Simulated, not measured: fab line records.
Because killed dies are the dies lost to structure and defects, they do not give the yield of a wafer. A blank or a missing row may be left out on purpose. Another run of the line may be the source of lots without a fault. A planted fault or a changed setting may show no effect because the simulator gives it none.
fab line records	flow n5_finfet
record lots=11	wafers=33	last_day=17
route steps=1938 shown BEOL_M6@1241 PASSIVATION@1936
lots that met no fault: taken from a fault-free run of the same line
start_h: hours from the record's opening day to when the first of the lot's shown wafers began	wait_h: time in hours since the lot's previous step	" same as the row above	L1.1+2: a single row standing in for several wafers	- either no value or no given start	* or withheld: withheld	< > ~ a bound
route shown NAME@n: names a module that has steps shown in the file, with the first one's number in the route	usual: average and standard deviation across the fault-free wafers	same: alike in all rows	chamber/n: place in a boat	sites: per-site readings	_std_site: their standard deviation	_edge_site: outer sites' mean less inner sites'	radius_mm: for every site, how far away it sits from the centre of the wafer	mask NAME#n: copy n	behind: tool/chamber where the wafer was last shaped	hold: reason for holding the lot/hours on hold/outcome of the hold	device: which transistor (n, p or np) failed to switch	end of line: tests run on the same wafers once the route is complete	where a step has no rows: the recipe by itself	killed: at the first sort, the dies lost to defects and structure; wafer yield is something else	map: per-die view of a wafer (x killed, . not killed, _ where there is no die)
set.NAME: the setting as run; set.NAME@STEP: as run at that earlier step	model.NAME: the simulator's own value behind a step, which no gauge read
one table for each step of the route and one row for each wafer, over a sample of lots
services: a tool's chamber out of use, with start hour (start_h, from the record's first day; less than 0 if before it), hours out, and reason
## steps
# step N5_BEOL_M6_STRIP_80
# recipe chemistry=N2/H2	time_s=10	power_w=450	temp_c=40	pressure_mtorr=20	rf_frequency_hz=6e+07	bias_power_w=7	n2_flow_sccm=200	h2_flow_sccm=200
# usual drypump_motor_current_A=5.8/0.42	oes_product_au=0.79/0.088	rf_vpp_V=59.1/0.81	showerhead_plenum_p_Torr=2.54/0.051	temp_c=40.01/0.13	throttle_valve_pct=23.60/0.28
lot.wafer	tool	chamber	start_h	wait_h	drypump_motor_current_A	oes_product_au	rf_hours_counter_h	rf_vpp_V	showerhead_plenum_p_Torr	temp_c	throttle_valve_pct
L365.1	rie_diel-04	1	-	-	5.6	0.80	96	59.8	2.56	40.13	23.89
L365.4	"	2	"	"	6.0	0.78	-	59.7	2.55	40.11	23.39
L365.5	"	2	"	"	6.0	0.78	-	59.1	2.55	39.95	23.40
L368.2	rie_diel-02	3	-	-	5.2	0.70	208	58.4	2.51	39.81	23.30
L368.5	"	0	"	"	6.2	0.88	-	58.4	2.59	39.97	23.34
L368.6	"	3	"	"	5.2	0.70	-	60.9	2.51	39.88	23.30
L369.1	rie_diel-04	3	-	-	5.6	0.95	9	58.7	2.58	39.92	23.32
L369.3	"	0	"	"	5.3	0.69	222	59.0	2.51	39.95	23.62
L369.4	"	2	"	"	5.9	0.78	120	59.1	2.55	40.00	23.42
L370.2	rie_diel-02	0	-	-	6.2	0.86	45	57.8	2.58	40.15	23.34
L370.4	"	3	"	"	5.2	0.70	215	60.0	2.50	39.85	23.29
L370.5	"	0	"	"	6.2	0.86	-	57.9	2.58	40.10	23.34
L373.2	rie_diel-02	2	-	-	6.6	0.73	200	60.8	2.62	40.23	24.05
L373.3	"	3	"	"	5.2	0.70	221	60.7	2.50	40.00	23.30
L373.4	"	0	"	"	6.2	0.85	51	59.8	2.58	39.88	23.35
L375.1	rie_diel-01	3	-	-	6.8	1.02	1	59.1	2.58	40.31	23.29
L375.5	"	3	"	"	6.7	1.00	-	59.6	2.58	40.09	23.31
L375.6	"	0	"	"	5.9	0.71	-	57.1	2.41	39.96	23.77
L376.1	rie_diel-02	3	-	-	5.2	0.70	224	60.8	2.50	39.95	23.32
L376.2	"	1	"	"	5.9	0.74	183	60.0	2.51	40.11	23.48
L376.5	"	1	"	"	5.9	0.74	-	59.0	2.50	40.02	23.46
L377.1	rie_diel-04	2	-	-	6.0	0.75	137	59.1	2.54	39.80	23.43
L377.4	"	0	"	"	5.3	0.68	238	59.4	2.51	40.18	23.64
L377.5	"	2	"	"	6.0	0.75	-	58.3	2.54	39.91	23.42
L378.2	rie_diel-04	0	-	-	5.3	0.67	247	59.0	2.50	39.99	23.65
L378.3	"	2	"	"	6.0	0.75	145	58.6	2.54	39.94	23.46
L378.5	"	0	"	"	5.3	0.67	-	59.2	2.50	40.15	23.66
L382.2	rie_diel-01	3	-	-	6.7	0.97	10	60.0	2.58	39.88	23.33
L382.3	"	1	"	"	6.2	0.79	118	59.7	2.56	39.94	24.04
L382.5	"	2	"	"	5.6	0.72	-	59.9	2.44	39.94	24.06
L385.3	rie_diel-04	3	-	-	5.6	0.89	43	59.4	2.57	39.98	23.36
L385.5	"	2	"	"	6.0	0.74	-	58.1	2.53	40.16	23.46
L385.6	"	3	"	"	5.6	0.89	-	59.8	2.57	40.06	23.36
# step N5_BEOL_M6_CD_MEAS_35
# recipe target_cd_nm=40	target_cd_y_nm=28	polarity=opening
# usual cd_nm=40.0/0.57
lot.wafer	tool	chamber	start_h	wait_h	cd_nm
L365.1	cd_sem-03	-	200.77	0.0	40.3
L365.4	"	-	"	"	40.0
L365.5	"	-	"	"	40.2
L368.2	cd_sem-01	-	226.37	0.0	40.8
L368.5	"	-	"	"	40.4
L368.6	"	-	"	"	40.5
L369.1	cd_sem-02	-	232.45	0.0	40.2
L369.3	"	-	"	"	39.1
L369.4	"	-	"	"	40.3
L370.2	cd_sem-02	-	246.16	0.0	40.8
L370.4	"	-	"	"	40.5
L370.5	"	-	"	"	39.1
L373.2	cd_sem-03	-	265.92	0.0	40.3
L373.3	"	-	"	"	40.2
L373.4	"	-	"	"	39.8
L375.1	cd_sem-01	-	274.76	0.0	40.2
L375.5	"	-	"	"	40.5
L375.6	"	-	"	"	40.4
L376.1	cd_sem-01	-	274.95	0.0	40.3
L376.2	"	-	"	"	39.8
L376.5	"	-	"	"	40.0
L377.1	cd_sem-03	-	276.55	0.0	39.4
L377.4	"	-	"	"	39.1
L377.5	"	-	"	"	39.5
L378.2	cd_sem-03	-	295.31	0.0	40.2
L378.3	"	-	"	"	40.9
L378.5	"	-	"	"	40.3
L382.2	cd_sem-03	-	313.52	0.0	40.1
L382.3	"	-	"	"	40.0
L382.5	"	-	"	"	40.4
L385.3	cd_sem-03	-	328.90	0.0	38.7
L385.5	"	-	"	"	39.4
L385.6	"	-	"	"	39.2
# step N5_BEOL_M6_ALD_77
# recipe material=TaN	target_thk_a=20	temp_c=275	ald_precursor_family=PDMAT	ald_co_reactant=NH3	pressure_torr=3	carrier_flow_sccm=1500	pulse_time_s=2	purge_time_s=3	co_reactant_purge_time_s=2	co_reactant_pulse_time_s=3	ald_cycles=40	precursor_vessel_temp_c=75	precursor_vessel_pressure_torr=26.25	precursor_vessel_carrier_sccm=1000
# usual heater_power_w=448/39
lot.wafer	tool	chamber	start_h	wait_h	heater_power_w
L365.1	ald_metal-01	0	201.54	0.0	433
L365.4	"	3	"	"	447
L365.5	"	3	"	"	435
L368.2	ald_metal-03	3	226.90	0.1	508
L368.5	"	1	"	"	429
L368.6	"	2	"	"	513
L369.1	ald_metal-01	3	233.03	0.0	439
L369.3	"	0	"	"	428
L369.4	"	1	"	"	458
L370.2	ald_metal-04	2	247.73	0.2	429
L370.4	"	1	"	"	496
L370.5	"	3	"	"	476
L373.2	ald_metal-03	3	266.43	0.1	507
L373.3	"	2	"	"	519
L373.4	"	1	"	"	426
L375.1	ald_metal-01	0	275.43	0.0	443
L375.5	"	3	"	"	437
L375.6	"	0	"	"	424
L376.1	ald_metal-03	3	276.26	0.1	506
L376.2	"	0	"	"	408
L376.5	"	0	"	"	414
L377.1	ald_metal-03	2	277.09	0.0	501
L377.4	"	1	"	"	427
L377.5	"	3	"	"	501
L378.2	ald_metal-04	0	296.65	0.1	357
L378.3	"	1	"	"	497
L378.5	"	1	"	"	497
L382.2	ald_metal-03	1	314.42	0.0	419
L382.3	"	2	"	"	520
L382.5	"	0	"	"	407
L385.3	ald_metal-01	0	329.58	0.1	436
L385.5	"	0	"	"	424
L385.6	"	3	"	"	439
# step N5_BEOL_M6_SPUTTER_48
# recipe material=Cu	target_thk_a=100	temp_c=-20	bias_v=60	power_w=26000	chamber_pressure_pa=0.13	time_s=1.667
# usual cathode_dc_power_W=26001/4.6	substrate_temp_c=-19.99/0.1	throttle_valve_pct=29.9/0.94
lot.wafer	tool	chamber	start_h	wait_h	cathode_dc_power_W	substrate_temp_c	throttle_valve_pct
L365.1	pvd_sputter-01	-	202.02	0.1	26001	-19.81	29.8
L365.4	"	-	"	"	26014	-19.98	30.9
L365.5	"	-	"	"	25997	-19.97	31.5
L368.2	pvd_sputter-02	-	228.21	0.5	26005	-20.00	30.4
L368.5	"	-	"	"	25999	-19.91	29.2
L368.6	"	-	"	"	25998	-20.11	29.3
L369.1	pvd_sputter-02	-	233.69	0.1	25999	-20.00	29.3
L369.3	"	-	"	"	25999	-20.08	30.4
L369.4	"	-	"	"	25997	-19.99	29.6
L370.2	pvd_sputter-01	-	249.45	0.8	25998	-20.12	31.5
L370.4	"	-	"	"	25999	-20.07	29.4
L370.5	"	-	"	"	25999	-19.99	29.8
L373.2	pvd_sputter-03	-	267.27	0.2	26000	-19.95	31.2
L373.3	"	-	"	"	26006	-20.05	28.4
L373.4	"	-	"	"	25996	-19.92	31.0
L375.1	pvd_sputter-02	-	276.74	0.4	26004	-20.10	29.1
L375.5	"	-	"	"	26007	-20.10	29.6
L375.6	"	-	"	"	25988	-20.27	29.0
L376.1	pvd_sputter-02	-	277.04	0.1	18043	-20.05	30.4
L376.2	"	-	"	"	18036	-19.99	29.6
L376.5	"	-	"	"	18046	-20.05	29.0
L377.1	pvd_sputter-02	-	277.56	0.1	18045	-20.01	29.2
L377.4	"	-	"	"	18035	-20.02	29.5
L377.5	"	-	"	"	18039	-19.85	30.1
L378.2	pvd_sputter-02	-	297.23	0.1	18037	-19.96	29.6
L378.3	"	-	"	"	18031	-19.96	28.9
L378.5	"	-	"	"	18036	-19.93	29.0
L382.2	pvd_sputter-01	-	315.06	0.1	26000	-19.95	29.8
L382.3	"	-	"	"	26003	-20.05	29.9
L382.5	"	-	"	"	26003	-19.99	29.6
L385.3	pvd_sputter-03	-	330.56	0.4	25998	-20.09	28.3
L385.5	"	-	"	"	25993	-20.07	30.9
L385.6	"	-	"	"	26007	-19.93	29.1
# step N5_PASSIVATION_PROBE_49
# usual defect_limited_yield=91.0/1.5	killed_at_M0_to_M3=35/11	killed_at_M4_up=13/6	killed_at_contacts=14/6.5	killed_at_front_end=40/12	killed_at_other=4/3.4	killed_dies=106/18	killed_on_rim=14/4.7	killed_open=68/14	killed_short=35/7.7	sort_bin_5_function=5.2/0.98	sort_bin_6_memory=3.4/0.72	sort_n_pass=1074/18	sort_yield_pct=91.0/1.5
# same gross_dies=1180	killed_at_back_side=0	sort_bin_4_leakage[%]=0	sort_bin_8_speed[%]=0
lot.wafer	tool	chamber	start_h	wait_h	defect_limited_yield[%]	killed_at_M0_to_M3	killed_at_M4_up	killed_at_contacts	killed_at_front_end	killed_at_other	killed_dies	killed_on_rim	killed_open	killed_short	sort_bin_5_function[%]	sort_bin_6_memory[%]	sort_n_pass	sort_yield_pct[%]
L377.1	prober-02	-	363.02	0.0	89.1	45	38	14	30	2	129	26	76	31	6.3	4.6	1051	89.1
L377.4	prober-02	-	363.17	0.2	89.8	32	34	15	38	1	120	21	57	39	5.6	4.2	1060	89.8
L377.5	prober-02	-	363.22	0.2	90.8	41	34	3	20	10	108	16	57	33	5.8	3.0	1072	90.8
L376.1	prober-01	-	366.52	0.0	91.4	33	33	10	23	2	101	17	58	25	5.4	3.0	1079	91.4
L376.2	prober-01	-	366.57	0.1	90.4	30	26	14	42	1	113	15	63	35	5.7	3.4	1067	90.4
L376.5	prober-01	-	366.72	0.2	91.0	32	27	8	37	2	106	21	59	30	4.5	4.2	1074	91.0
L378.2	prober-01	-	379.59	0.1	89.2	58	30	13	26	1	128	27	66	45	6.0	4.2	1052	89.2
L378.3	prober-01	-	379.64	0.1	93.1	23	27	9	22	0	81	14	43	21	4.2	2.5	1099	93.1
L378.5	prober-01	-	379.74	0.2	89.2	28	42	12	43	2	127	11	70	38	6.3	3.7	1053	89.2
# killed by level:class
L377.1 BEOL_M6:interface_void_opened=21 BEOL_M2:geometric_particle:open=14 MOL_CONTACT_COAG:geometric_particle:open=11 BEOL_M0_SAQP:geometric_particle:short=11 BEOL_M4:geometric_particle:open=10 STI_FIN_REVEAL:geometric_particle:open=6 BEOL_M3:geometric_particle:open=6 STARTING-WAFER:geometric_particle:short=5
L377.4 BEOL_M6:interface_void_opened=23 STI_FIN_REVEAL:geometric_particle:open=13 MOL_CONTACT_COAG:geometric_particle:open=8 MOL_CONTACT_COAG:geometric_particle:short=7 BEOL_M0_SAQP:geometric_particle:short=7 BEOL_M0_SAQP:geometric_particle:open=5 BEOL_M4:geometric_particle:open=5 FIN_SAQP:geometric_particle:short=4
L377.5 BEOL_M6:interface_void_opened=15 BEOL_M4:geometric_particle:open=11 BEOL_M1:geometric_particle:open=9 BEOL_M0_SAQP:geometric_particle:short=7 BEOL_M2:geometric_particle:open=7 FIN_SAQP:geometric_particle:short=6 STI_FIN_REVEAL:geometric_particle:open=6 BEOL_M0_SAQP:geometric_particle:open=5
L376.1 BEOL_M6:interface_void_opened=15 BEOL_M0_SAQP:geometric_particle:open=10 MOL_CONTACT_COAG:geometric_particle:open=9 BEOL_M1:geometric_particle:open=8 BEOL_M0_SAQP:geometric_particle:short=6 STI_FIN_REVEAL:geometric_particle:open=5 BEOL_M6:geometric_particle:open=4 BEOL_M5:geometric_particle:open=4
L376.2 BEOL_M6:interface_void_opened=14 STI_FIN_REVEAL:geometric_particle:open=12 MOL_CONTACT_COAG:geometric_particle:open=8 DUMMY_GATE:geometric_particle:open=7 BEOL_M1:geometric_particle:open=7 BEOL_M0_SAQP:geometric_particle:short=7 MOL_CONTACT_COAG:geometric_particle:short=6 BEOL_M0_SAQP:geometric_particle:open=6
L376.5 BEOL_M6:interface_void_opened=14 STI_FIN_REVEAL:geometric_particle:open=11 BEOL_M3:geometric_particle:open=9 BEOL_M0_SAQP:geometric_particle:open=8 MOL_CONTACT_COAG:geometric_particle:open=7 BEOL_M5:geometric_particle:open=6 FIN_SAQP:geometric_particle:short=5 GATE_CUT:geometric_particle:short=5
L378.2 BEOL_M0_SAQP:geometric_particle:open=19 BEOL_M0_SAQP:geometric_particle:short=17 BEOL_M6:interface_void_opened=14 MOL_CONTACT_COAG:geometric_particle:open=10 BEOL_M4:geometric_particle:open=10 FIN_SAQP:geometric_particle:short=5 BEOL_M1:geometric_particle:open=5 BEOL_M3:geometric_particle:open=5
L378.3 BEOL_M6:interface_void_opened=14 BEOL_M0_SAQP:geometric_particle:open=8 MOL_CONTACT_COAG:geometric_particle:open=7 BEOL_M2:geometric_particle:open=5 STI_FIN_REVEAL:geometric_particle:open=4 GATE_CUT:geometric_particle:short=4 BEOL_M4:geometric_particle:open=3 BEOL_M0_SAQP:geometric_particle:short=3
L378.5 FIN_SAQP:geometric_particle:short=14 BEOL_M6:interface_void_opened=14 BEOL_M4:geometric_particle:open=12 FIN_SAQP:geometric_particle:open=8 STI_FIN_REVEAL:geometric_particle:open=7 MOL_CONTACT_COAG:geometric_particle:open=7 BEOL_M0_SAQP:geometric_particle:short=7 BEOL_M0_SAQP:geometric_particle:open=6
## services
tool	chamber	start_h	hours	kind
rie_diel-04	0	192.97	14.7	repair
pvd_sputter-02	-	205.02	2.0	repair
rie_diel-01	3	242.29	6.0	repair
ald_metal-01	-	245.91	2.8	pm
pvd_sputter-01	-	246.25	3.0	repair
rie_diel-01	1	269.22	5.2	repair
rie_diel-01	-	280.26	14.6	pm
ald_metal-01	1	296.00	6.9	repair
rie_diel-04	0	305.44	-	clean
rie_diel-04	0	305.44	-	consumable_replace:focus_ring
rie_diel-04	0	305.44	17.7	scheduled_down
rie_diel-04	0	305.44	17.7	vent_cycle
ald_metal-01	-	307.34	1.3	repair
rie_diel-01	1	315.35	8.1	repair
rie_diel-02	1	318.16	4.5	repair
rie_diel-02	3	322.29	6.9	repair
## key
first_sign step=N5_BEOL_M6_SPUTTER_48	reading=cathode_dc_power_W	direction=down	sigmas=99+	usual=*	struck=*
effect step=N5_PASSIVATION_PROBE_49	reading=killed_at_M4_up	direction=up	sigmas=3.2	usual=13	struck=32
met_at N5_BEOL_M6_SPUTTER_48
struck_lots L376,L377,L378
not_acting_at N5_BEOL_M6_STRIP_80,N5_BEOL_M6_CD_MEAS_35,N5_BEOL_M6_ALD_77
onset_between 276.74 277.04
fault kind=process_parameter_drift	tool=pvd_sputter-02	chamber=-	onset_h=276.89	steps=N5_BEOL_M6_SPUTTER_48	channel=power_w	offset=*	shape=step	end_h=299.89	acts_in=*	stated=*
